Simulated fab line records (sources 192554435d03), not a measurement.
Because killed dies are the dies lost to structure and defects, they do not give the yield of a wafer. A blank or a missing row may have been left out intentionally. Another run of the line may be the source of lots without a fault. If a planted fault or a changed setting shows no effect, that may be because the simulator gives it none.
Comparing a struck lot with a sound one ; flow n5 finfet ; 21 steps out of a route of 1938
Sound: these wafers, L697.1, L697.2, L697.3. Wafers L691.1, L691.2, L691.6 were the ones struck. Last of all comes the cause.
Order at every step that has rows: each side's tool, ch and its chambers, its first start. Under that, the readings that differ: sound wafers ; struck wafers ; difference of the means ; sigmas: that difference in standard deviations of wafers without a fault.
alike: a reading whose means differ by less than 2 such deviations, as well as words and numbers matching on both sides. not compared: withheld readings; readings where some wafer has no value; bounds like >300 that might hide an equal value; numbers whose values overlap and for which the record gives no deviation.
Wherever a step has rows on one side only, a row that says differs or no value, or a row with sigmas, the two part there. Non-overlapping numbers with no deviation appear without sigmas and do not part them. A reading that every wafer of one side lacks parts them only if that side has two wafers or more.

first, 8 steps without rows for these wafers: N5_BEOL_M7_DESCUM_16 (chemistry O2, time 7.9 s); N5_BEOL_M7_ETCH_61 (etches SiARC in CF4, target depth 45.5 nm, time 75.8 s); N5_BEOL_M7_ETCH_62 (etches SOC in N2/H2, target depth 110 nm, overetch 22 nm, time 165 s); N5_BEOL_M7_STRIP_68 (strips in N2/H2); N5_BEOL_M7_STRIP_67 (strips in CF4); N5_BEOL_M7_HM_OPEN_17 (chemistry Cl2/BCl3, target TiN, target depth 20 nm, overetch 6 nm); N5_BEOL_M7_STRIP_19 (strips in O2); N5_BEOL_M7_COAT_63 (time 60 s, resist thk 60 nm).
N5_BEOL_M7_COAT_64: time 60 s, resist thk 12 nm.
  sound on litho track-04 ch 0, day 18 19:22; struck on litho track-02 ch 0, day 17 03:55
reading;sound;struck;difference;sigmas
spin speed rpm (rpm);1500.2 1500.5 1498.4;1543.5 1543.9 1543.5;+43.9;+45
then, 9 steps without rows for these wafers: N5_BEOL_M7_COAT_71 (time 60 s, resist thk 5 nm); N5_BEOL_M7_COAT_22 (resist thk 30 nm); N5_BEOL_M7_EBR_24; N5_BEOL_M7_SOFTBAKE_23 (time 60 s); N5_BEOL_M7_EXPOSE_25 (exposes mask V6, target cd 40 nm); N5_BEOL_M7_PEB_26 (peb time 60 s); N5_BEOL_M7_DEVELOP_27 (develop time 30 s); N5_BEOL_M7_DESCUM_33 (chemistry O2, time 7 s); N5_BEOL_M7_ETCH_72 (etches underlayer in N2/H2, target depth 6.5 nm, time 5.2 s).
N5_BEOL_M7_ETCH_65: etches SiARC in CF4, target depth 15.6 nm, time 26 s.
  sound on rie diel-05 ch 0,1,3, day 18 19:56; struck on rie diel-02 ch 0,1,3, day 17 05:01
reading;sound;struck;difference;sigmas
model.etch.depth nm (nm);12 12.01 12.01;11.87 11.91 11.92;-0.11;
  alike: drypump motor current A, etch rf on time s, oes product au, rf vpp V, showerhead plenum p Torr, throttle valve pct
  not compared: rf hours counter h
then, 2 steps without rows for these wafers: N5_BEOL_M7_ETCH_66 (etches SOC in N2/H2, target depth 80 nm, overetch 16 nm, time 120 s); N5_PASSIVATION_PROBE_49.

== WHERE THEY PART ==
Only at N5_BEOL_M7_COAT_64, as far as this record shows. Later steps at which nothing parts them and some readings are alike: N5_BEOL_M7_ETCH_65.

WHY: what had been put in by the simulator
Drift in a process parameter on litho track-02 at N5_BEOL_M7_COAT_64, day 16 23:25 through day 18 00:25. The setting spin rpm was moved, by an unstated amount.
